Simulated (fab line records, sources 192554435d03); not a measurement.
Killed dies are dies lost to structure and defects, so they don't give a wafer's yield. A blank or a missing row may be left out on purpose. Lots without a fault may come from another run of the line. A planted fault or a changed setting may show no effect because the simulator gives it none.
Split-lot experiment | flow n5_finfet | 7 lots, 21 wafers read, on a route of 1938 steps

THE SPLIT
At N5_BEOL_M11_COAT_59 (time 60 s, resist thk 100 nm), the setting spin_rpm was moved away from the recipe's 1500 rpm on 3 of the 21 wafers read, by -7.8% to +10.3%. The other wafers ran this setting at the recipe's value.

FROM THE SPLIT TO THE READING: what the file shows between them, 7 steps
- N5_BEOL_M11_COAT_60: time 60 s, resist thk 30 nm
- N5_BEOL_M11_COAT_05: resist thk 90 nm
- N5_BEOL_M11_DESCUM_16: chemistry O2, time 7.9 s
- N5_BEOL_M11_ETCH_61: etches SiARC in CF4, target depth 39 nm, time 65 s
- N5_BEOL_M11_ETCH_62: etches SOC in N2/H2, target depth 110 nm, overetch 22 nm, time 165 s
- N5_BEOL_M11_STRIP_68: strips in N2/H2
- N5_BEOL_M11_STRIP_67: strips in CF4

THE READING
SOC_of_BEOL_M11_COAT_59.thk_nm (the simulator's own value, which no gauge read), in nm, at N5_BEOL_M11_HM_OPEN_17 (chemistry Cl2/BCl3, target TiN, target depth 20 nm, overetch 6 nm). The file gives no usual value for it. The 18 wafers here that ran the recipe average 92.0 nm, standard deviation 0.32 nm.

wafer  | tool, chamber at the split | spin_rpm as run, rpm | against the recipe | SOC_of_BEOL_M11_COAT_59.thk_nm, nm | against lot-mates on the recipe
L079.2 | litho_track-04, 0          | 1500                 | recipe             | 91.4                               | -
L079.4 | litho_track-04, 0          | 1500                 | recipe             | 91.4                               | -
L079.5 | litho_track-04, 0          | 1500                 | recipe             | 91.4                               | -
L082.1 | litho_track-04, 0          | 1500                 | recipe             | 92                                 | -
L082.6 | litho_track-04, 0          | 1500                 | recipe             | 92                                 | -
L082.2 | litho_track-04, 0          | 1500                 | recipe             | 91.8                               | -
L084.2 | litho_track-05, 0          | 1500                 | recipe             | 92.4                               | -
L084.4 | litho_track-05, 0          | 1500                 | recipe             | 92.4                               | -
L084.6 | litho_track-05, 0          | 1500                 | recipe             | 92.2                               | -
L086.3 | litho_track-02, 0          | 1500                 | recipe             | 92.4                               | -
L086.5 | litho_track-02, 0          | 1500                 | recipe             | 91.8                               | -
L086.6 | litho_track-02, 0          | 1500                 | recipe             | 92                                 | -
L087.1 | litho_track-05, 0          | 1500                 | recipe             | 92                                 | -
L087.2 | litho_track-05, 0          | 1500                 | recipe             | 91.8                               | -
L087.5 | litho_track-05, 0          | 1383                 | -7.8%              | 96.2                               | +4.3
L088.1 | litho_track-02, 0          | 1654                 | +10.3%             | 86.8                               | -5.0
L088.5 | litho_track-02, 0          | 1654                 | +10.3%             | 86.8                               | -5.0
L088.3 | litho_track-02, 0          | 1500                 | recipe             | 91.8                               | -
L091.2 | litho_track-02, 0          | 1500                 | recipe             | 92                                 | -
L091.6 | litho_track-02, 0          | 1500                 | recipe             | 92                                 | -
L091.5 | litho_track-02, 0          | 1500                 | recipe             | 92.4                               | -

THE FIT
A straight line over all 21 wafers: SOC_of_BEOL_M11_COAT_59.thk_nm changes by -0.513 nm for each +1% of spin_rpm; r = -0.99; the points scatter about the line by 0.32 nm.
The same after taking each lot's own level away (the mean of its wafers on the recipe; 21 wafers): -0.503 nm for each +1%; r = -1.00; scatter 0.17 nm.
On that fit, the largest move of spin_rpm shifts the reading by 5.2 nm.
The lots' own levels span 91.40 to 92.33 nm, that is 2.9 times the standard deviation above.
So the lot-to-lot level changes the slope little: the two slopes agree.
Check: with one of the wafers moved furthest among these (+10.3%) left out of the fit, the line predicts -5.22 nm for it against its lot-mates. It came out at -5 nm against them.

THE WHOLE CHAIN: every reading that the file lists as answering this split, in the file's order
step                   | what it does                                                         | reading                                                                         | change (the file's fit)               | r (the file's)
N5_BEOL_M11_COAT_59    | time 60 s, resist thk 100 nm                                         | SOC_of_BEOL_M11_COAT_59.thk_nm (the simulator's own value, which no gauge read) | -0.503 nm for each +1% of the setting | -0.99
N5_BEOL_M11_ETCH_62    | etches SOC in N2/H2, target depth 110 nm, overetch 22 nm, time 165 s | etch.depth_nm (the simulator's own value, which no gauge read)                  | -0.515 nm for each +1% of the setting | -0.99
N5_BEOL_M11_HM_OPEN_17 | chemistry Cl2/BCl3, target TiN, target depth 20 nm, overetch 6 nm    | SOC_of_BEOL_M11_COAT_59.thk_nm (the simulator's own value, which no gauge read) | -0.511 nm for each +1% of the setting | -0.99

THE FILE'S OWN FIT
SOC_of_BEOL_M11_COAT_59.thk_nm changes by -0.511 nm for each +1% of spin_rpm, r = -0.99.
